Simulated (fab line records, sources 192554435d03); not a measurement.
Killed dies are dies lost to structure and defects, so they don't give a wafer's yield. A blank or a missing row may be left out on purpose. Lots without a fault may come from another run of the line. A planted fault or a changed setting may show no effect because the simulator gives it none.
Chamber matching | flow n5_finfet | N5_BEOL_M0_CUTY_ETCH_62 on rie_diel-02: 4 sister chambers
The step etches SiARC in CF4, time 58.5 s. 4 wafers are shown with their chamber, then 8 later ones without.

WAFERS WITH THEIR CHAMBER
wafer  | chamber | drypump_motor_current_A (A)
L084.2 | 1       | 4.8
L084.5 | 0       | 5.5
L084.6 | 3       | 5.8
L085.3 | 2       | 5.6

WAFERS WITHOUT THEIR CHAMBER
wafer  | drypump_motor_current_A (A)
L085.4 | 5.5
L085.6 | 5.5
L088.1 | 4.8
L088.2 | 5.6
L088.4 | 5.5
L095.2 | 5.6
L095.4 | 5.9
L095.6 | 5.5

WHICH CHAMBER EACH WENT THROUGH
wafer  | from the rows above | in truth
L085.4 | 0                   | 0
L085.6 | 0                   | 0
L088.1 | 1                   | 1
L088.2 | 2                   | 2
L088.4 | 0                   | 0
L095.2 | 2                   | 2
L095.4 | 3                   | 3
L095.6 | 0                   | 0
Placed correctly: 8 of 8. Can't be placed from these rows: 0. Placed wrongly: 0.
How it was worked out, from the rows above alone: a wafer's distance from a chamber is the root of the sum, over the readings, of the square of ((its reading less the chamber's mean) divided by the reading's scatter). The wafer belongs to the nearest chamber; if the next one is less than 2 further off, it can't be placed. A chamber's mean is the mean of its shown wafers. The scatter: with one shown wafer a chamber, the root of the mean of the squares of how far each hidden wafer lies from its nearest shown one.
